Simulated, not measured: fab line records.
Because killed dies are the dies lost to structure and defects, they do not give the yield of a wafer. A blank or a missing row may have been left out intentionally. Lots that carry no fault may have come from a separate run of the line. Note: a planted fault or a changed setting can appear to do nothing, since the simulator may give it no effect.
Matching of chambers | flow nand harc | NHARC_THIN_TSV_CMP_21 on cmp-01 has 4 sister chambers
The step polishes, t overpolish 30 s, target thk 2000 nm. 16 wafers are shown with their chamber, then 8 later ones without.

## WAFERS WITH THEIR CHAMBER
wafer  | chamber | motor current A (A) | overpolish run s (s) | retaining ring pressure frac
L488.1 | 3       | 13.9                | 29.996               | 0.995
L488.4 | 1       | 12.9                | 30.018               | 1.010
L488.6 | 1       | 13.4                | 30.006               | 1.003
L489.2 | 1       | 13.5                | 29.988               | 0.987
L489.3 | 2       | 10.7                | 29.999               | 1.005
L489.4 | 3       | 12.9                | 30.007               | 1.002
L501.3 | 2       | 10.9                | 29.984               | 1.000
L501.5 | 1       | 12.8                | 29.992               | 1.001
L501.6 | 2       | 11.2                | 29.992               | 1.004
L502.2 | 3       | 13.7                | 30.009               | 1.002
L502.4 | 2       | 10.8                | 30.009               | 1.008
L502.5 | 0       | 12.1                | 30.018               | 0.994
L503.2 | 3       | 13.0                | 30.006               | 1.002
L503.5 | 0       | 12.7                | 30.011               | 1.000
L503.6 | 1       | 13.5                | 29.990               | 0.994
L505.1 | 1       | 13.2                | 29.994               | 0.997

SIGNATURES, as means of the wafers listed above
reading                      | chamber 0 | chamber 1 | chamber 2 | chamber 3 | scatter within a chamber
motor current A              | 12.400    | 13.217    | 10.900    | 13.375    | 0.358
overpolish run s             | 30.01450  | 29.99800  | 29.99600  | 30.00450  | 0.00976
retaining ring pressure frac | 0.99700   | 0.99867   | 1.00425   | 1.00025   | 0.00578
Rule: for each reading, subtract the chamber's mean from the wafer's reading, divide by that reading's scatter and square the result; add these up over the readings and take the root, which gives the wafer's distance from the chamber. The wafer belongs to the nearest chamber; if the next one is less than 2 further off, it can't be placed. The scatter: the root of (the sum of the squares of (reading less its chamber's mean) over the shown wafers, divided by (wafers less chambers)).

## WAFERS WHOSE CHAMBER IS MISSING
wafer  | motor current A (A) | overpolish run s (s) | retaining ring pressure frac
L505.4 | 11.5                | 30.014               | 0.997
L505.6 | 13.0                | 30.003               | 1.006
L508.3 | 12.8                | 29.990               | 1.003
L508.4 | 13.8                | 29.994               | 1.003
L508.5 | 13.1                | 29.993               | 1.001
L510.3 | 12.5                | 29.996               | 1.003
L510.4 | 13.4                | 29.999               | 1.001
L510.6 | 13.4                | 29.993               | 0.997

## WHICH CHAMBER EACH WENT THROUGH
wafer  | from the rows above          | in truth
L505.4 | can't be placed: 0 or 2      | 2
L505.6 | can't be placed: 3 or 1 or 0 | 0
L508.3 | can't be placed: 1 or 3 or 0 | 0
L508.4 | can't be placed: 3 or 1      | 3
L508.5 | can't be placed: 1 or 3      | 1
L510.3 | can't be placed: 1 or 0 or 3 | 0
L510.4 | can't be placed: 3 or 1      | 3
L510.6 | can't be placed: 1 or 3      | 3
Placed correctly: 0 of 8. Unplaceable from these rows: 8, with the true chamber sitting among the candidates in 8. Wrongly placed: 0.
